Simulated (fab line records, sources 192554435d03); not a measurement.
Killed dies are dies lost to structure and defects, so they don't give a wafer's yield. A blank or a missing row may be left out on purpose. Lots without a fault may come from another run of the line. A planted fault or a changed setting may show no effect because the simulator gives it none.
Chamber matching | flow n5_finfet | N5_MOL_CONTACT_COAG_ETCH_89 on rie_diel-05: 4 sister chambers
The step etches underlayer in N2/H2, target depth 13 nm, time 10.4 s. 8 wafers are shown with their chamber, then 12 later ones without.

WAFERS WITH THEIR CHAMBER
wafer  | chamber | showerhead_plenum_p_Torr (Torr) | drypump_motor_current_A (A)
L076.4 | 1       | 2.60                            | 5.5
L084.5 | 3       | 2.71                            | 4.9
L084.6 | 0       | 2.51                            | 5.4
L086.2 | 0       | 2.51                            | 5.4
L086.5 | 1       | 2.59                            | 5.5
L089.1 | 2       | 2.34                            | 5.8
L089.5 | 2       | 2.34                            | 5.9
L089.6 | 3       | 2.70                            | 4.9

WAFERS WITHOUT THEIR CHAMBER
wafer  | showerhead_plenum_p_Torr (Torr) | drypump_motor_current_A (A)
L090.1 | 2.50                            | 5.4
L090.4 | 2.59                            | 5.5
L090.6 | 2.59                            | 5.4
L095.1 | 2.58                            | 5.5
L095.4 | 2.34                            | 5.8
L095.5 | 2.70                            | 4.9
L096.1 | 2.69                            | 4.9
L096.2 | 2.58                            | 5.5
L096.4 | 2.69                            | 4.9
L097.3 | 2.33                            | 5.8
L097.4 | 2.33                            | 5.8
L097.5 | 2.58                            | 5.5

WHICH CHAMBER EACH WENT THROUGH
wafer  | from the rows above | in truth
L090.1 | 0                   | 0
L090.4 | 1                   | 1
L090.6 | 1                   | 1
L095.1 | 1                   | 1
L095.4 | 2                   | 2
L095.5 | 3                   | 3
L096.1 | 3                   | 3
L096.2 | 1                   | 1
L096.4 | 3                   | 3
L097.3 | 2                   | 2
L097.4 | 2                   | 2
L097.5 | 1                   | 1
Placed correctly: 12 of 12. Can't be placed from these rows: 0. Placed wrongly: 0.
How it was worked out, from the rows above alone: a wafer's distance from a chamber is the root of the sum, over the readings, of the square of ((its reading less the chamber's mean) divided by the reading's scatter). The wafer belongs to the nearest chamber; if the next one is less than 2 further off, it can't be placed. A chamber's mean is the mean of its shown wafers. The scatter: the root of (the sum of the squares of (reading less its chamber's mean) over the shown wafers, divided by (wafers less chambers)).
